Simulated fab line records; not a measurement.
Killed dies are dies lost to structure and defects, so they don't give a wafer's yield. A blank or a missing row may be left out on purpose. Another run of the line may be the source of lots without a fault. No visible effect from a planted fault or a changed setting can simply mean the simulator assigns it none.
A struck lot beside a sound one	flow nand_harc	26 out of 1159 route steps
Sound: these wafers, L993.2, L993.3, L993.5. Wafers struck: L995.3, L995.4. The cause comes at the end.
For every step that has rows: the tool of each side, followed by ch and its chambers, followed by its first start. Under that, the readings that differ: sound wafers	struck wafers	difference of the means	sigmas: that difference in standard deviations of wafers without a fault.
alike: a reading whose means differ by less than 2 such deviations, as well as words and numbers matching on both sides. not compared: withheld readings; readings where some wafer has no value; bounds like >300 that might hide an equal value; numbers whose values overlap and for which the record gives no deviation.
Wherever a step has rows on one side only, a row that says differs or no value, or a row with sigmas, the two part there. Non-overlapping numbers with no deviation appear without sigmas and do not part them. A reading that every wafer of one side lacks parts them only if that side has two wafers or more.

NHARC_P_ZERO_WELL_INSPECT_43:
  struck on defect_inspect-01, day 3 07:26; sound on defect_inspect-02, day 2 19:44
  alike: raw_defect_count
then, 11 steps without rows for these wafers: NHARC_P_STI_ETCH_26 (etches SiO2 in dHF, target depth 11 nm); NHARC_P_STI_PRECLEAN_27 (cleans in SC1); NHARC_P_STI_SRD_28; NHARC_P_STI_OXIDE_29 (material SiO2, target thk 10 nm, ox time 1362 s); NHARC_P_STI_HM_DEP_30 (deposits Si3N4, target thk 80 nm, time 873 s); NHARC_P_STI_DEHYDRATE_01 (time 120 s); NHARC_P_STI_HMDS_02 (time 30 s); NHARC_P_STI_COAT_41 (time 65 s); NHARC_P_STI_COAT_03 (resist thk 600 nm); NHARC_P_STI_SOFTBAKE_04 (time 70 s); NHARC_P_STI_EBR_05.
NHARC_P_STI_EXPOSE_06: exposes mask P STI, target cd 200 nm.
  sound on krf_scanner-04 ch 0, day 3 12:28; struck on krf_scanner-04 ch 0, day 3 19:01
  alike: mask, reticle_temp_C
then, 2 steps without rows for these wafers: NHARC_P_STI_PEB_07 (peb time 80 s); NHARC_P_STI_DEVELOP_08 (time 50 s).
NHARC_P_STI_CD_MEAS_09: the cd target is 200 nm.
  sound on cd_sem-01 ch 0, day 3 12:37; struck on cd_sem-02 ch 0
reading	sound	struck	difference	sigmas
cd_nm (nm)	206.8 197.1 201.9	175.2 186.7	-21.0	-7
  not compared: hold
NHARC_P_STI_OVL_MEAS_10:
  struck on overlay-01, day 3 21:41; sound on overlay-01, day 3 12:42
reading	sound	struck	difference	sigmas
hold	- - -	await_dispo/2.2h/release await_dispo/2.2h/release	no value on the sound wafers	
  alike: overlay_x_nm, overlay_y_nm
NHARC_P_STI_INSPECT_11:
  struck on defect_inspect-02, day 3 21:44; sound on defect_inspect-02, day 3 12:44
  alike: raw_defect_count
then, 1 step without rows for these wafers: NHARC_P_STI_HARDBAKE_13 (time 65 s).
NHARC_P_STI_DESCUM_14: chemistry O2, time 3 s.
  sound on rie_diel-05 ch 0,1,2, day 3 12:53; struck on rie_diel-13 ch 1,2, day 3 21:56
  alike: drypump_motor_current_A, oes_product_au, rf_vpp_V, showerhead_plenum_p_Torr, throttle_valve_pct
  not compared: rf_hours_counter_h, model.P_STI.cd_nm
NHARC_P_STI_ETCH_42: etches the open film in N2/H2, target depth 80 nm, overetch 24 nm, time 61 s.
  sound on rie_diel-05 ch 1,2, day 3 12:57; struck on rie_diel-13 ch 0,3, day 3 22:03
  alike: drypump_motor_current_A, h2_flow_sccm, oes_product_au, rf_fwd_power_W, rf_vpp_V, showerhead_plenum_p_Torr, throttle_valve_pct
  not compared: rf_hours_counter_h
NHARC_P_STI_ETCH_31: etches the open film in CF4/CHF3, target depth 108.9 nm, time 54.5 s.
  sound on rie_diel-05 ch 2,3; struck on rie_diel-13 ch 2,3
  alike: drypump_motor_current_A, oes_product_au, rf_fwd_power_W, rf_vpp_V, showerhead_plenum_p_Torr, throttle_valve_pct
  not compared: rf_hours_counter_h
NHARC_P_STI_ETCH_15: etches the open film in HBr/Cl2, target depth 300 nm, time 100.1 s.
  sound on rie_si-04 ch 0,2, day 3 13:08; struck on rie_si-04 ch 1,3, day 3 22:15
reading	sound	struck	difference	sigmas
drypump_motor_current_A (A)	6.4 5.9 6.5	5.6 5.4	-0.8	-2
model.P_STI.cd_nm (nm)	206.3 198.4 202.6	176.2 185.5	-21.6	
  alike: hbr_flow_sccm, oes_product_au, rf_fwd_power_W, throttle_valve_pct
  not compared: rf_hours_counter_h
NHARC_P_STI_CD_MEAS_16:
  struck on cd_sem-03, day 3 22:36; sound on cd_sem-01, day 3 13:19
reading	sound	struck	difference	sigmas
cd_nm (nm)	206.2 198.4 202.3	176.3 185.3	-21.5	-8
  not compared: hold
NHARC_P_STI_OCD_MEAS_17:
  struck on ocd-02, day 4 03:28; sound on ocd-02, day 3 13:24
reading	sound	struck	difference	sigmas
trench_foot_cd_nm (nm)	164.2 154.2 159.3	132.1 144.8	-20.8	-7
  alike: trench_depth_nm
  not compared: hold
-- the record jumps here: 17 days lie between the struck wafers' starts before and after (it left off in module P_STI and takes up again in module END, whose first step shown is number 1159 of the route) --
NHARC_END_SORT_01:
  the record has rows for the struck wafers here (prober-02 ch 0, day 21 05:07) and none for the sound ones

WHERE THEY PART
Earliest at NHARC_P_STI_CD_MEAS_09; latest, in this record, at NHARC_END_SORT_01.

WHY: what had been put in by the simulator
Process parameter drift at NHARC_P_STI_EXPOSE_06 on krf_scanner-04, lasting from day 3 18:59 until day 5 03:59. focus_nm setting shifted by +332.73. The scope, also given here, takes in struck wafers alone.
